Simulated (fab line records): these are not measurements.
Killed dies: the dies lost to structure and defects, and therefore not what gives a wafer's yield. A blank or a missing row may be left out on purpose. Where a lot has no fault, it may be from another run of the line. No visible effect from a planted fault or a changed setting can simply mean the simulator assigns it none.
Lot-split experiment ; flow n5_finfet ; on a route of 1938 steps: 7 lots, 39 wafers read

## SPLIT DETAILS
At N5_WELL_APT_IMPLANT_15, the setting energy_kev was moved away from the recipe's 25 on 12 of the 39 wafers read, by -6.1% to +13.3%. For the rest of the wafers, this setting stayed at what the recipe calls for.

The split's own step is where the reading is taken.

## THE READING
In nm, at N5_WELL_APT_IMPLANT_15: implant.drp_nm, which is the simulator's own figure and was read by no gauge. No usual value for it is given in the file.

wafer;tool, chamber at the split;energy_kev as run;against the recipe;implant.drp_nm, nm;against lot-mates on the recipe
L074.1;implanter-02, 0;25;recipe;8.457;-
L074.4;implanter-02, 0;25;recipe;8.457;-
L074.5;implanter-02, 0;25;recipe;8.457;-
L080.1;implanter-02, 0;25;recipe;8.457;-
L080.2;implanter-02, 0;25;recipe;8.457;-
L080.3;implanter-02, 0;25;recipe;8.457;-
L080.4;implanter-02, 0;28.32;+13.3%;9.246;+0.789
L080.5;implanter-02, 0;28.32;+13.3%;9.246;+0.789
L080.6;implanter-02, 0;28.32;+13.3%;9.246;+0.789
L086.1;implanter-02, 0;25;recipe;8.457;-
L086.3;implanter-02, 0;25;recipe;8.457;-
L086.6;implanter-02, 0;25;recipe;8.457;-
L086.2;implanter-02, 0;27.92;+11.7%;9.152;+0.695
L086.4;implanter-02, 0;27.92;+11.7%;9.152;+0.695
L086.5;implanter-02, 0;27.92;+11.7%;9.152;+0.695
L093.1;implanter-02, 0;25;recipe;8.457;-
L093.2;implanter-02, 0;25;recipe;8.457;-
L093.3;implanter-02, 0;25;recipe;8.457;-
L093.4;implanter-02, 0;25;recipe;8.457;-
L093.5;implanter-02, 0;25;recipe;8.457;-
L093.6;implanter-02, 0;25;recipe;8.457;-
L095.1;implanter-02, 0;25;recipe;8.457;-
L095.2;implanter-02, 0;25;recipe;8.457;-
L095.3;implanter-02, 0;25;recipe;8.457;-
L095.4;implanter-02, 0;25;recipe;8.457;-
L095.5;implanter-02, 0;25;recipe;8.457;-
L095.6;implanter-02, 0;25;recipe;8.457;-
L096.1;implanter-01, 0;23.47;-6.1%;8.088;-0.369
L096.5;implanter-01, 0;23.47;-6.1%;8.088;-0.369
L096.6;implanter-01, 0;23.47;-6.1%;8.088;-0.369
L096.2;implanter-01, 0;25;recipe;8.457;-
L096.3;implanter-01, 0;25;recipe;8.457;-
L096.4;implanter-01, 0;25;recipe;8.457;-
L097.1;implanter-02, 0;23.75;-5.0%;8.156;-0.301
L097.4;implanter-02, 0;23.75;-5.0%;8.156;-0.301
L097.5;implanter-02, 0;23.75;-5.0%;8.156;-0.301
L097.2;implanter-02, 0;25;recipe;8.457;-
L097.3;implanter-02, 0;25;recipe;8.457;-
L097.6;implanter-02, 0;25;recipe;8.457;-

THE FIT
A straight line over all 39 wafers: implant.drp_nm changes by +0.0596 nm for each +1% of energy_kev; r = +1.00; the points scatter about the line by 0.0014 nm.
The same after taking each lot's own level away (the mean of its wafers on the recipe; 39 wafers): +0.0596 nm for each +1%; r = +1.00; scatter 0.0014 nm.
According to that fit, moving energy_kev by its largest amount changes the reading by 0.79 nm.
The lots' own levels span 8.4570 to 8.4570 nm.
The two slopes are in agreement: the lot-to-lot level therefore moves the slope only a little.
Check: +0.791 nm against its lot-mates is what the line predicts for one of the wafers moved furthest among these (+13.3%) when that wafer is left out of the fit. It came out at +0.789 nm against them.

## THE WHOLE CHAIN: every reading that the file lists as answering this split, in the file's order
step;what it does;reading;change (the file's fit);r (the file's)
N5_WELL_APT_IMPLANT_15;;implant.rp_nm (the simulator's own value, which no gauge read);+0.137 nm for each +1% of the setting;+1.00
N5_WELL_APT_IMPLANT_15;;implant.drp_nm (the simulator's own value, which no gauge read);+0.0596 nm for each +1% of the setting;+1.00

## THE FILE'S OWN FIT
implant.drp_nm changes by +0.0596 nm for each +1% of energy_kev, r = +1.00.
